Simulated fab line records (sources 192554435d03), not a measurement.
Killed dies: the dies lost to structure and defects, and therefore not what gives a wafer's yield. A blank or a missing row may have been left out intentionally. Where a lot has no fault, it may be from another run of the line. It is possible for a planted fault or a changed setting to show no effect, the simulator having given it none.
Which tool is to blame? :: flow n5_finfet :: Sampling: 7 lots, 21 wafers, 2 of 1938 route steps

== WHAT THE GAUGES SHOWED, per wafer ==
N5_SD_EPI_P_CD_MEAS_09 targets a cd of 240 nm.
lot: L604
measured: day 3 11:20
on: cd_sem-02
cd_nm (nm): 239.6 240.3 239.7

lot: L607
measured: day 4 04:20
on: cd_sem-02
cd_nm (nm): 239.2 238.5 240.1

lot: L611
measured: day 5 07:12
on: cd_sem-01
cd_nm (nm): 238.6 238.7 238.6

lot: L613
measured: day 5 22:55
on: cd_sem-01
cd_nm (nm): 239.1 239.0 239.4

lot: L617
measured: day 6 21:39
on: cd_sem-03
cd_nm (nm): 239.2 240.4 242.1

lot: L619
measured: day 7 11:25
on: cd_sem-02
cd_nm (nm): 239.9 240.8 241.0

lot: L625
measured: day 8 17:44
on: cd_sem-02
cd_nm (nm): 240.4 241.3 241.7

== EACH LOT AND THE TOOL THAT RAN IT (in order: tool; ch and the chambers of the sampled wafers; start) ==
lot: L604
N5_SD_EPI_N_LINER_46: ald_sin-04 ch 0,1,3, day 3 10:49

lot: L607
N5_SD_EPI_N_LINER_46: ald_sin-02 ch 0,2,3, day 4 03:41

lot: L611
N5_SD_EPI_N_LINER_46: ald_sin-04 ch 0,1,3, day 5 06:40

lot: L613
N5_SD_EPI_N_LINER_46: ald_sin-04 ch 0,2,3, day 5 22:23

lot: L617
N5_SD_EPI_N_LINER_46: ald_sin-04 ch 0,1,2, day 6 21:07

lot: L619
N5_SD_EPI_N_LINER_46: ald_sin-01 ch 1,2, day 7 10:53

lot: L625
N5_SD_EPI_N_LINER_46: ald_sin-02 ch 0,1,3, day 8 17:05
- N5_SD_EPI_N_LINER_46: material SiNx, target thk 3 nm.

== THE ANSWER, worked out from the rows above alone ==
Rule: the lots themselves supply what counts as usual. Put in order of their means at a reading, lots are off if they are a third of the lots or fewer, leave a main group of 4 or more, and stand apart from it by a gap of 3 or more times the standard deviation of the main group's means; of several such gaps the widest counts. The tables above print the reading to a certain number of digits; a main group whose means all agree to those digits is not used. A lot without any number at a reading at which 4 lots or more have one is off too. All remaining lots with rows at the step are treated as sound.
None of the lots is off at any reading shown; this tells nothing.

== WHAT THE SIMULATOR PUT IN ==
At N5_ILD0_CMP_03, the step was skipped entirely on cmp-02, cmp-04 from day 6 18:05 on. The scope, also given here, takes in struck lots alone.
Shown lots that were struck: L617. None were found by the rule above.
